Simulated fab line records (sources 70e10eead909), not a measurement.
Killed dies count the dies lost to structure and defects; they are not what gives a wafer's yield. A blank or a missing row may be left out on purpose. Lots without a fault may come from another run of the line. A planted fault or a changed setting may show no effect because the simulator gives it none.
Which of the tools did it? / flow nandHarc / Sampling: 6 lots, 18 wafers, 5 of 1302 route steps

## WHAT EACH GAUGE READ, for each wafer
NHARC_END_SORT_01.
lot=L806; measured=day 30 10:07; on=prober-01; killedAtArray=674 675 674
lot=L809; measured=day 32 08:13; on=prober-01; killedAtArray=674 675 673

## WHICH TOOL RAN EACH LOT (tool, then ch and the chambers of the sampled wafers, then the start)
lot=L792; NHARC_A_WL_FILL_ETCHBACK_05=rieMetal-01 ch 1, day 20 16:24; NHARC_A_WL_FILL_CMP_12=cmp-03 ch 0,1,2, day 21 06:10; NHARC_A_CONTACT_DEP_28=aclDep-01 ch 0, day 21 13:28; NHARC_A_CONTACT_DEP_29=pecvd-03 ch 1,2, day 21 17:02
lot=L794; NHARC_A_WL_FILL_ETCHBACK_05=rieMetal-02 ch 0,1, day 21 11:04; NHARC_A_WL_FILL_CMP_12=cmp-03 ch 0,2,3, day 22 05:01; NHARC_A_CONTACT_DEP_28=aclDep-02 ch 0, day 22 07:31; NHARC_A_CONTACT_DEP_29=pecvd-02 ch 0,1, day 22 10:26
lot=L797; NHARC_A_WL_FILL_ETCHBACK_05=rieMetal-03 ch 0,1, day 23 14:23; NHARC_A_WL_FILL_CMP_12=cmp-03 ch 0,3, day 24 06:11; NHARC_A_CONTACT_DEP_28=aclDep-03 ch 0, day 24 08:44; NHARC_A_CONTACT_DEP_29=pecvd-02 ch 0,1,2, day 24 11:38
lot=L801; NHARC_A_WL_FILL_ETCHBACK_05=rieMetal-02 ch 0,1, day 25 07:39; NHARC_A_WL_FILL_CMP_12=cmp-02 ch 0,1, day 25 23:22; NHARC_A_CONTACT_DEP_28=aclDep-02 ch 0, day 26 03:28; NHARC_A_CONTACT_DEP_29=pecvd-02 ch 0,1,2, day 26 05:43
lot=L806; NHARC_A_WL_FILL_ETCHBACK_05=rieMetal-02 ch 0,1, day 26 13:18; NHARC_A_WL_FILL_CMP_12=cmp-01 ch 0,1, day 27 05:02; NHARC_A_CONTACT_DEP_28=aclDep-01 ch 0, day 27 10:57; NHARC_A_CONTACT_DEP_29=pecvd-03 ch 0,1, day 27 13:46
lot=L809; NHARC_A_WL_FILL_ETCHBACK_05=rieMetal-03 ch 0,1, day 27 17:48; NHARC_A_WL_FILL_CMP_12=cmp-02 ch 0,1,2, day 28 09:25; NHARC_A_CONTACT_DEP_28=aclDep-01 ch 0, day 28 10:33; NHARC_A_CONTACT_DEP_29=pecvd-01 ch 0,1,2, day 28 14:53
- NHARC_A_WL_FILL_ETCHBACK_05: etches the open film in Cl2/BCl3, target depth 22 nm, time 60 s.
- NHARC_A_WL_FILL_CMP_12: polishes, t overpolish 30 s, target thk 100 nm.
- NHARC_A_CONTACT_DEP_28: deposits aC, target thk 7000 nm.
- NHARC_A_CONTACT_DEP_29: deposits SiON, target thk 100 nm.

## THE ANSWER, worked out from the rows above alone
Rule: usual is defined by the lots themselves. The widest of any qualifying gaps counts: lots, ordered by their means at a reading, are off when they make up no more than a third of the lots, leave a main group of 4 or more, and stand apart from it by 3 or more times the standard deviation of that group's means. A main group is skipped when, at the precision printed for the reading in the tables above, its means are all equal. Also off: a lot with no number at a reading for which 4 or more lots have one. All remaining lots with rows at the step are treated as sound.
Across all readings shown, no lot is off: no conclusion can be drawn from this.

## WHAT HAD BEEN PUT IN BY THE SIMULATOR
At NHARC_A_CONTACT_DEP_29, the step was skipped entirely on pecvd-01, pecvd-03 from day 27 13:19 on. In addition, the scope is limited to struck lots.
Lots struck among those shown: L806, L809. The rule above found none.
